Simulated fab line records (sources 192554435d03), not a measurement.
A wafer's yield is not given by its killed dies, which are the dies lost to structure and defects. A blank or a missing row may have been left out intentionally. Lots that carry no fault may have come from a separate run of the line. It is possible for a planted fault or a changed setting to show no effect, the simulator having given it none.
Chamber matching | flow n5-finfet | 4 sister chambers for N5_BEOL_M7_ALD_77 on ald-metal-02
The step deposits TaN, target thk 2 nm, pulse time 2 s, purge time 3 s. 4 wafers are shown with their chamber, then 9 later ones without.

WAFERS, EACH WITH ITS CHAMBER
wafer  | chamber | heater-power-outer-w (W)
L075.5 | 1       | 200
L080.2 | 0       | 241
L084.2 | 3       | 248
L084.6 | 2       | 159

WAFERS WHOSE CHAMBER IS MISSING
wafer  | heater-power-outer-w (W)
L093.2 | 188
L093.4 | 239
L093.6 | 241
L096.1 | 237
L096.2 | 157
L096.6 | 244
L097.2 | 247
L097.3 | 244
L097.5 | 254

WHICH CHAMBER EACH WENT THROUGH
wafer  | from the rows above     | in truth
L093.2 | 1                       | 1
L093.4 | can't be placed: 0 or 3 | 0
L093.6 | can't be placed: 0 or 3 | 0
L096.1 | can't be placed: 0 or 3 | 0
L096.2 | 2                       | 2
L096.6 | can't be placed: 0 or 3 | 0
L097.2 | can't be placed: 3 or 0 | 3
L097.3 | can't be placed: 0 or 3 | 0
L097.5 | can't be placed: 3 or 0 | 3
Correct placement for 2 of the 9. Can't be placed from these rows: 7 (the true chamber is among the candidates in 7). 0 placed wrongly.
How it was worked out, from the rows above alone: a wafer's distance from a chamber is the root of the sum, over the readings, of the square of ((its reading less the chamber's mean) divided by the reading's scatter). The wafer belongs to the nearest chamber; if the next one is less than 2 further off, it can't be placed. The mean given for a chamber averages the wafers shown for that chamber. The scatter (one wafer shown for each chamber): square how far every hidden wafer sits from the nearest shown wafer, average those squares and take the square root.
